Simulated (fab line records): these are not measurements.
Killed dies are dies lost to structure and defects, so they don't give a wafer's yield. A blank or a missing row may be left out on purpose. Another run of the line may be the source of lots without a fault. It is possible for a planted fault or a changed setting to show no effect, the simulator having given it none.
Code-filled problem report in 8D (eight disciplines) form ; flow n5 finfet ; the parts of the form that need people (team, actions taken, sign-off) are left out

== 1. THE PROBLEM ==
On 2 wafers of 1 lot, time to endpoint s at N5_STI_FIN_REVEAL_CMP_04 has a mean of 219 s; fault-free wafers read 101 s, standard deviation 5.1. That is +23 standard deviations from the usual mean.
The step: polishes, stops on Si3N4, t overpolish 4 s, target thk 131.83 nm.
Seen first at day 5 16:44 on cmp-01, wafer L716.3. The record has a number at this step for 27 wafers belonging to 9 lots. By rule, "out" or "out of limits" means more than 4 standard deviations away from the usual mean. The rest of the wafers with a number are treated as sound.

== 2. WHAT IT IS AND WHAT IT IS NOT ==
question;is;is not
which readings at this step;time to endpoint s;motor current A, overpolish run s, retaining ring pressure frac
which lots;L716;L706, L707, L708, L712, L717, L723, L724, L725
which wafers of those lots;L716.3, L716.6;L716.4
read on which tools;cmp-01;cmp-02, cmp-03
when;from day 5 16:44;"up to then (13 sound wafers); but 12 sound wafers of L717, L723, L724, L725 came after"

== 3. WHAT RULES OUT EACH SUSPECT ==
Counting: a tool at a process step up to the reading stays a suspect if it ran every lot that is out. Sound lots after the first of them don't rule it out here, since some wafers of a struck lot are sound.
- rie diel-04 at N5_FIN_CUT_CUT_ETCH_27 (etches SiO2 in CHF3/O2, target depth 4 nm, overetch 2 nm, time 4.9 s): kept. It ran the lot that is out, L716 (day 5 11:06).
- cmp-01 at N5_STI_FIN_REVEAL_CMP_04 (polishes, stops on Si3N4, t overpolish 4 s, target thk 131.83 nm): kept. It ran the lot that is out, L716 (day 5 16:44); its last sound lot up to then is L712 (day 4 15:56). Its own readings are out on those wafers: time to endpoint s.
- Within rie diel-04 at N5_FIN_CUT_CUT_ETCH_27: the wafers that are out ran in chambers 0, 3; their sound lot-mates ran in chamber 2.
- Within cmp-01 at N5_STI_FIN_REVEAL_CMP_04: the wafers that are out ran in chambers 0, 2; their sound lot-mates ran in chamber 3.
The count leaves cmp-01 at N5_STI_FIN_REVEAL_CMP_04 and rie diel-04 at N5_FIN_CUT_CUT_ETCH_27.

== 4. THE CAUSE (what the simulator had put in) ==
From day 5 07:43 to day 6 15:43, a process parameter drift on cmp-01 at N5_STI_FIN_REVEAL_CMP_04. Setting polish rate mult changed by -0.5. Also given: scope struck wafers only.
After counting, 2 suspects remain, this tool included.

== 5. THE EFFECT CHAIN, in route order ==
One row per reading whose mean, taken over the struck wafers that have a number, lies over 3 standard deviations from the usual. Scope: only readings with a usual standard deviation given in the record; hours: median across lots of the time from each lot's start at the first step in this table that gives one to its start at this step; sigmas: change in usual standard deviations.
hours;step;reading;usual;on struck wafers;change;sigmas
0;N5_STI_FIN_REVEAL_CMP_04;time to endpoint s;101 s;219;+118;+23
Here are the process steps it includes:
- N5_STI_FIN_REVEAL_CMP_04: polishes, stops on Si3N4, t overpolish 4 s, target thk 131.83 nm.
Later steps that measure or inspect, where all struck wafers having a row at the step show a number for every such reading and not one has moved that far: N5_BEOL_M4_RC_MEAS_101.

== 6. WHAT WOULD HAVE CAUGHT IT SOONER ==
9 hours passed between the start of the fault at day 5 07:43 and the first reading out of limits in this record, taken at day 5 16:44.
